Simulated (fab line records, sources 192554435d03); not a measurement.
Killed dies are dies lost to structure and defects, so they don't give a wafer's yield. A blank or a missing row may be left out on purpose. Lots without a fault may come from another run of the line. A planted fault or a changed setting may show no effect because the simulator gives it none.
Chamber matching | flow n5_finfet | N5_BEOL_M1_PRE_CLEAN_60 on cvd_co-01: 3 sister chambers
The step time 15 s. 6 wafers are shown with their chamber, then 10 later ones without.

WAFERS WITH THEIR CHAMBER
wafer  | chamber | heater_power_w (W)
L080.2 | 1       | 89
L080.4 | 2       | 76
L080.5 | 1       | 89
L080.6 | 0       | 81
L082.1 | 0       | 82
L082.2 | 2       | 78

WAFERS WITHOUT THEIR CHAMBER
wafer  | heater_power_w (W)
L082.3 | 93
L090.3 | 75
L090.4 | 92
L090.6 | 78
L092.1 | 76
L092.4 | 81
L092.6 | 89
L095.1 | 76
L095.3 | 89
L095.5 | 75

WHICH CHAMBER EACH WENT THROUGH
wafer  | from the rows above | in truth
L082.3 | 1                   | 1
L090.3 | 2                   | 2
L090.4 | 1                   | 1
L090.6 | 2                   | 2
L092.1 | 2                   | 2
L092.4 | 0                   | 0
L092.6 | 1                   | 1
L095.1 | 2                   | 2
L095.3 | 1                   | 1
L095.5 | 2                   | 2
Placed correctly: 10 of 10. Can't be placed from these rows: 0. Placed wrongly: 0.
How it was worked out, from the rows above alone: a wafer's distance from a chamber is the root of the sum, over the readings, of the square of ((its reading less the chamber's mean) divided by the reading's scatter). The wafer belongs to the nearest chamber; if the next one is less than 2 further off, it can't be placed. A chamber's mean is the mean of its shown wafers. The scatter: the root of (the sum of the squares of (reading less its chamber's mean) over the shown wafers, divided by (wafers less chambers)).
